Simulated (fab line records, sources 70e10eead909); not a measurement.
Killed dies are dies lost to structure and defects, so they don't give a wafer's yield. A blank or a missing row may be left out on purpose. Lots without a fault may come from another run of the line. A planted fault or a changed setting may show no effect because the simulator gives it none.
A struck lot beside a sound one | flow nand_harc | 14 steps out of a route of 1159
Sound: wafers L711.2, L711.3, L711.5. Struck: wafer L719.4. (L719.5, L719.6 of the same lot were not struck and are left out.) The cause comes at the end.
At each step with rows: each side's tool, then ch and its chambers, then its first start. Under that, the readings that differ: sound wafers | struck wafers | difference of the means | sigmas: that difference in standard deviations of wafers without a fault.
alike: readings whose means differ by less than 2 such deviations, and words and numbers that are the same on both sides. not compared: withheld readings, readings that some wafer has no value for, bounds like >300 that may hide the same value, and numbers for which the record gives no deviation and whose values overlap.
The two part at a step that has a row with sigmas, a row that says differs or no value, or rows on one side only. Numbers that don't overlap but have no deviation are shown without sigmas and don't part them. A reading that every wafer of one side lacks parts them only if that side has two wafers or more.

first, 2 steps without rows for these wafers: NHARC_A_STAIRCASE_DESCUM_291 (chemistry O2, time 3 s); NHARC_A_STAIRCASE_ETCH_292 (etches the open film in CF4/CHF3).
NHARC_A_STAIRCASE_HM_OPEN_460: chemistry O2/COS.
  sound on rie_diel-13 ch 1,2,3; struck on rie_diel-13 ch 1
  alike: drypump_motor_current_A, oes_product_au, rf_vpp_V, showerhead_plenum_p_Torr, throttle_valve_pct
  not compared: rf_hours_counter_h
then, 1 step without rows for these wafers: NHARC_A_STAIRCASE_STRIP_461 (strips in O2/COS).
NHARC_A_STAIRCASE_ETCH_452: etches the open film in CF4/O2, target depth 30 nm, overetch 3 nm, time 16.5 s.
  sound on rie_diel-13 ch 1,2; struck on rie_diel-13 ch 0
  reading             | sound             | struck | difference | sigmas
  oes_f_703_au (a.u.) | 0.992 0.995 0.999 | 1.005  | +0.010     | +2
  alike: drypump_motor_current_A, oes_product_au, rf_vpp_V, showerhead_plenum_p_Torr, throttle_valve_pct
  not compared: rf_hours_counter_h
NHARC_A_STAIRCASE_ETCH_294: etches the open film in C4F8/O2/Ar, target depth 4992 nm, time 1212.4 s.
  sound on rie_diel-13 ch 2,3; struck on rie_diel-13 ch 3
  alike: oes_product_au, rf_vpp_V
  not compared: rf_hours_counter_h
NHARC_A_STAIRCASE_STRIP_295: strips in O2.
  sound on rie_diel-13 ch 1,3; struck on rie_diel-13 ch 1
  alike: drypump_motor_current_A, oes_product_au, rf_vpp_V, showerhead_plenum_p_Torr, throttle_valve_pct
  not compared: rf_hours_counter_h
then, 3 steps without rows for these wafers: NHARC_A_STAIRCASE_STRIP_296 (strips in SPM, time 900 s); NHARC_A_STAIRCASE_PRECLEAN_297 (cleans in SC1); NHARC_A_STAIRCASE_SRD_298.
NHARC_A_STAIRCASE_HM_DEP_462: deposits aC, target thk 800 nm.
  sound on acl_dep-03 ch 0, day 12 12:37; struck on acl_dep-01 ch 0, day 15 12:28
  alike: throttle_valve_pct
NHARC_A_STAIRCASE_DEP_301: deposits SiON, target thk 30 nm.
  sound on pecvd-04 ch 0,1,2, day 12 14:10; struck on pecvd-03 ch 0, day 15 13:57
  reading            | sound             | struck | difference | sigmas
  rf_fwd_power_W (W) | 349.0 348.4 347.7 | 207.7  | -140.7     | -99 or more
  alike: heater_power_w
then, 1 step without rows for these wafers: NHARC_A_STAIRCASE_DEHYDRATE_302 (time 120 s).
NHARC_END_SORT_01:
  the record has rows for the sound wafers here (prober-02 ch 0, day 19 18:10) and none for the struck ones

WHERE THEY PART
First at NHARC_A_STAIRCASE_ETCH_452; last, within this record, at NHARC_END_SORT_01.

WHY: what the simulator had put in
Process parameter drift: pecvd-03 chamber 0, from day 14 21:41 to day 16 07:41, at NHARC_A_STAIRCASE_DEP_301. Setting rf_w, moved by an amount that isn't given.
